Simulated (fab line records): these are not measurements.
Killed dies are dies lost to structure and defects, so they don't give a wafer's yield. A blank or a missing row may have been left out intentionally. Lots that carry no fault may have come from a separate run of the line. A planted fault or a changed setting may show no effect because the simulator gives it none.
Which tool was responsible? -- flow n5-finfet -- 8 lots with 24 wafers sampled at 7 steps, on a route of 1938 steps

WHAT THE GAUGES READ, wafer by wafer
N5_BEOL_M4_RC_MEAS_101.
lot,measured,on,DIBL_N (mV/V),DIBL_P (mV/V),IOFF_N (nA/um),IOFF_P (nA/um),ION_N (uA/um),ION_P (uA/um),SS_N (mV/dec),SS_P (mV/dec),VT_N (mV),VT_P (mV)
L829,day 9 09:12,prober-01,34.9 38.7 33.5,36.7 41.8 35.7,0.14 0.22 0.13,0.19 0.27 0.19,651 687 681,447 470 466,70.6 72.4 71.0,73.5 75.0 72.7,250 247 251,-250 -250 -251
L834,day 10 17:39,prober-01,34.1 33.8 31.4,35.8 34.6 31.7,0.13 0.12 0.09,0.19 0.19 0.15,668 666 638,463 467 447,70.6 70.8 71.1,72.9 72.6 72.0,255 254 258,-252 -252 -255
L835,day 10 23:28,prober-02,30.8 34.9 32.7,31.1 35.5 31.7,0.09 0.13 0.12,0.16 0.21 0.16,657 655 680,466 456 467,70.4 70.5 70.7,72.1 73.3 72.5,257 256 252,-253 -249 -253
L841,day 12 15:02,prober-01,34.0 35.0 33.1,33.2 35.5 31.9,0.12 0.14 0.10,0.15 0.18 0.13,653 678 658,453 461 446,71.1 72.1 70.9,71.7 73.2 72.7,252 251 254,-256 -251 -257
L843,day 12 17:15,prober-02,36.9 36.6 36.6,37.6 37.1 38.0,0.16 0.15 0.18,0.23 0.23 0.25,681 660 686,467 459 473,71.5 71.2 71.6,73.4 73.1 74.0,251 251 247,-247 -248 -245
L844,day 13 04:50,prober-01,39.0 35.4 38.2,39.9 35.2 38.7,0.23 0.15 0.19,0.25 0.18 0.23,691 669 692,460 452 466,73.0 71.5 72.7,74.0 73.2 74.3,245 253 250,-250 -254 -251
L845,day 13 11:44,prober-01,38.9 36.7 39.7,42.2 38.1 42.3,0.22 0.17 0.23,0.32 0.25 0.32,692 676 701,476 470 472,71.6 71.0 71.7,74.1 72.9 74.1,246 248 241,-242 -247 -243
L846,day 13 22:22,prober-02,37.7 33.0 34.5,39.1 32.4 34.2,0.19 0.10 0.13,0.27 0.17 0.19,683 649 669,477 458 467,71.8 69.8 71.2,73.7 72.1 73.2,248 256 253,-245 -256 -251

N5_BEOL_M6_THK_MEAS_53: measures by xrf.
lot,measured,on,M6_THK (nm)
L829,day 10 04:08,film-metro-01,82.7 78.5 79.1
L834,day 11 11:04,film-metro-01,294.3 296.1 292.7
L835,day 11 20:29,film-metro-01,297.8 293.6 299.3
L841,day 13 11:13,film-metro-01,83.7 78.6 78.3
L843,day 13 14:04,film-metro-01,78.1 78.8 79.9
L844,day 14 01:56,film-metro-02,77.7 77.7 81.1
L845,day 14 10:41,film-metro-02,84.4 85.9 83.1
L846,day 14 18:51,film-metro-02,81.2 81.0 81.8

N5_BEOL_M6_RS_MEAS_57: uses a four-point probe to measure.
lot,measured,on,M6_RS (ohm/sq)
L829,day 10 04:16,film-metro-02,0.273 0.290 0.289
L834,day 11 11:12,film-metro-01,0.065 0.064 0.065
L835,day 11 20:37,film-metro-01,0.064 0.065 0.064
L841,day 13 11:21,film-metro-01,0.271 0.290 0.292
L843,day 13 14:12,film-metro-02,0.290 0.288 0.283
L844,day 14 02:04,film-metro-02,0.292 0.292 0.281
L845,day 14 10:49,film-metro-02,0.269 0.263 0.273
L846,day 14 18:59,film-metro-02,0.283 0.283 0.282

N5_BEOL_M6_INSPECT_58: inspects for defects (darkfield).
lot,measured,on,raw-defect-count
L829,day 10 04:17,defect-inspect-02,71 75 34
L834,day 11 11:14,defect-inspect-02,1375 1392 1456
L835,day 11 20:39,defect-inspect-01,1408 1459 1453
L841,day 13 11:23,defect-inspect-01,88 48 71
L843,day 13 14:13,defect-inspect-01,81 108 99
L844,day 14 02:05,defect-inspect-02,54 40 59
L845,day 14 10:50,defect-inspect-02,105 35 74
L846,day 14 19:01,defect-inspect-01,41 47 37

EACH LOT AND THE TOOL THAT RAN IT (in order: tool; ch and the chambers of the sampled wafers; start)
lot,N5_BEOL_M6_STRIP_36,N5_BEOL_M6_PRE_CLEAN_45,N5_BEOL_M6_CMP_52
L829,"rie-diel-02 ch 0,3, day 10 01:08","pvd-sputter-01, day 10 01:58","cmp-04 ch 0,1, day 10 03:50"
L834,"rie-diel-01 ch 2,3, day 11 08:01","pvd-sputter-02, day 11 09:04","cmp-01 ch 0,2,3, day 11 10:51"
L835,"rie-diel-01 ch 1,2,3, day 11 17:35","pvd-sputter-03, day 11 18:49","cmp-04 ch 0,1,2, day 11 20:16"
L841,"rie-diel-01 ch 0,2, day 13 06:41","pvd-sputter-03, day 13 07:46","cmp-04 ch 0,2, day 13 10:55"
L843,"rie-diel-05 ch 0,2,3, day 13 10:58","pvd-sputter-03, day 13 12:13","cmp-04 ch 0,2,3, day 13 13:46"
L844,"rie-diel-02 ch 0,1,3, day 13 23:15","pvd-sputter-03, day 14 00:24","cmp-04 ch 1,2,3, day 14 01:38"
L845,"rie-diel-01 ch 2,3, day 14 05:51","pvd-sputter-03, day 14 08:56","cmp-01 ch 0,2,3, day 14 10:23"
L846,"rie-diel-05 ch 0,1,3, day 14 16:35","pvd-sputter-02, day 14 17:21","cmp-02 ch 2,3, day 14 18:35"
- N5_BEOL_M6_STRIP_36: strips in N2/H2.
- N5_BEOL_M6_PRE_CLEAN_45: time 30 s.
- N5_BEOL_M6_CMP_52: polishes, stops on SiCOH lowk, t overpolish 6.9 s, target thk 80 nm.

AS READ BY THE TOOLS THEMSELVES (means over the sampled wafers that have a number; for cases with no such wafer, the mark the record gives instead)
N5_BEOL_M6_STRIP_36.
lot,tool,drypump-motor-current-A (A),h2-flow-sccm (sccm),oes-product-au (a.u.),rf-vpp-V (V),showerhead-plenum-p-Torr (Torr),throttle-valve-pct (%)
L829,rie-diel-02,5.5,199.9,0.73,59.5,2.48,23.70
L834,rie-diel-01,5.5,199.9,0.86,59.6,2.60,23.46
L835,rie-diel-01,5.7,199.9,0.80,59.5,2.61,23.50
L841,rie-diel-01,6.1,199.2,0.86,58.5,2.55,23.94
L843,rie-diel-05,5.9,199.7,0.82,59.2,2.57,23.78
L844,rie-diel-02,5.6,199.5,0.76,58.7,2.53,23.78
L845,rie-diel-01,5.8,199.8,0.84,58.0,2.65,23.59
L846,rie-diel-05,6.0,200.1,0.78,58.3,2.64,23.99

N5_BEOL_M6_PRE_CLEAN_45.
lot,tool,heater-power-w (W)
L829,pvd-sputter-01,304
L834,pvd-sputter-02,323
L835,pvd-sputter-03,308
L841,pvd-sputter-03,298
L843,pvd-sputter-03,311
L844,pvd-sputter-03,298
L845,pvd-sputter-03,306
L846,pvd-sputter-02,355

N5_BEOL_M6_CMP_52.
lot,tool,barrier-field-endpoint-s (s),clearing-platen-down-force-psi (psi),motor-current-A (A),overpolish-run-s (s),time-to-endpoint-s (s)
L829,cmp-04,28.8,1.500,6.3,6.901,62
L834,cmp-01,-,-,-,-,-
L835,cmp-04,-,-,-,-,-
L841,cmp-04,28.7,1.504,6.3,6.905,63
L843,cmp-04,28.6,1.501,6.3,6.879,62
L844,cmp-04,28.2,1.500,6.5,6.897,58
L845,cmp-01,29.0,1.499,5.6,6.895,61
L846,cmp-02,28.8,1.500,6.4,6.897,65

THE ANSWER, worked out from the rows above alone
Rule: the usual values come from the lots themselves. The widest of any qualifying gaps counts: lots, ordered by their means at a reading, are off when they make up no more than a third of the lots, leave a main group of 4 or more, and stand apart from it by 3 or more times the standard deviation of that group's means. The tables above print the reading to a certain number of digits; a main group whose means all agree to those digits is not used. Also off: a lot with no number at a reading for which 4 or more lots have one. Where the step has rows for the other lots, those lots are counted as sound. First the gauges in route order, then the tools' own readings, where a lot's mean is used as printed above. At the first step where some lot is off, the reading lying furthest off is the one used; lots without a number count as furthest.
Off: at N5_BEOL_M6_THK_MEAS_53 (M6_THK), L834, L835. The main group has a mean of 80.6 nm with a standard deviation of 1.9.
If a tool, at a process step before that reading, ran all the lots that are off and no sound lot after the first of them, it fits. Not tried: the gauges at N5_BEOL_M6_THK_MEAS_53; whatever is off there is also off at N5_BEOL_M6_INSPECT_58, on other tools, and gauge error can't account for it. Of those tried, none fits.

WHAT WAS PUT IN BY THE SIMULATOR
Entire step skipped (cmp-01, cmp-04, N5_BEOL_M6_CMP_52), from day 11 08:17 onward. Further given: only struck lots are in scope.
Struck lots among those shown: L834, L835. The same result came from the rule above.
